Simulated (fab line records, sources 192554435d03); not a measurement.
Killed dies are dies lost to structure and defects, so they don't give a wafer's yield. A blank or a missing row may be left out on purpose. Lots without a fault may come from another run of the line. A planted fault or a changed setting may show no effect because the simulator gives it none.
Chamber matching | flow n5_finfet | N5_WELL_APT_DESCUM_30 on rie_diel-01: 4 sister chambers
The step chemistry O2, time 7.9 s. 8 wafers are shown with their chamber, then 9 later ones without.

WAFERS WITH THEIR CHAMBER
wafer  | chamber | throttle_valve_pct (%) | oes_product_au (a.u.)
L074.3 | 1       | 20.67                  | 0.68
L082.1 | 1       | 20.68                  | 0.67
L083.6 | 3       | 20.52                  | 0.77
L084.5 | 3       | 20.53                  | 0.77
L084.6 | 0       | 20.45                  | 0.88
L087.2 | 0       | 20.46                  | 0.88
L087.3 | 2       | 20.57                  | 0.83
L087.6 | 2       | 20.54                  | 0.84

WAFERS WITHOUT THEIR CHAMBER
wafer  | throttle_valve_pct (%) | oes_product_au (a.u.)
L088.2 | 20.47                  | 0.87
L088.3 | 20.55                  | 0.75
L088.4 | 20.53                  | 0.76
L095.2 | 20.56                  | 0.75
L095.5 | 20.50                  | 0.86
L095.6 | 20.24                  | 0.94
L097.3 | 20.56                  | 0.75
L097.4 | 20.24                  | 0.93
L097.5 | 20.25                  | 0.92

WHICH CHAMBER EACH WENT THROUGH
wafer  | from the rows above     | in truth
L088.2 | 0                       | 0
L088.3 | 3                       | 3
L088.4 | 3                       | 3
L095.2 | 3                       | 3
L095.5 | can't be placed: 0 or 2 | 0
L095.6 | 0                       | 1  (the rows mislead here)
L097.3 | 3                       | 3
L097.4 | 0                       | 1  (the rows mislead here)
L097.5 | 0                       | 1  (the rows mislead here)
Placed correctly: 5 of 9. Can't be placed from these rows: 1 (the true chamber is among the candidates in 1). Placed wrongly: 3.
How it was worked out, from the rows above alone: a wafer's distance from a chamber is the root of the sum, over the readings, of the square of ((its reading less the chamber's mean) divided by the reading's scatter). The wafer belongs to the nearest chamber; if the next one is less than 2 further off, it can't be placed. A chamber's mean is the mean of its shown wafers. The scatter: the root of (the sum of the squares of (reading less its chamber's mean) over the shown wafers, divided by (wafers less chambers)).
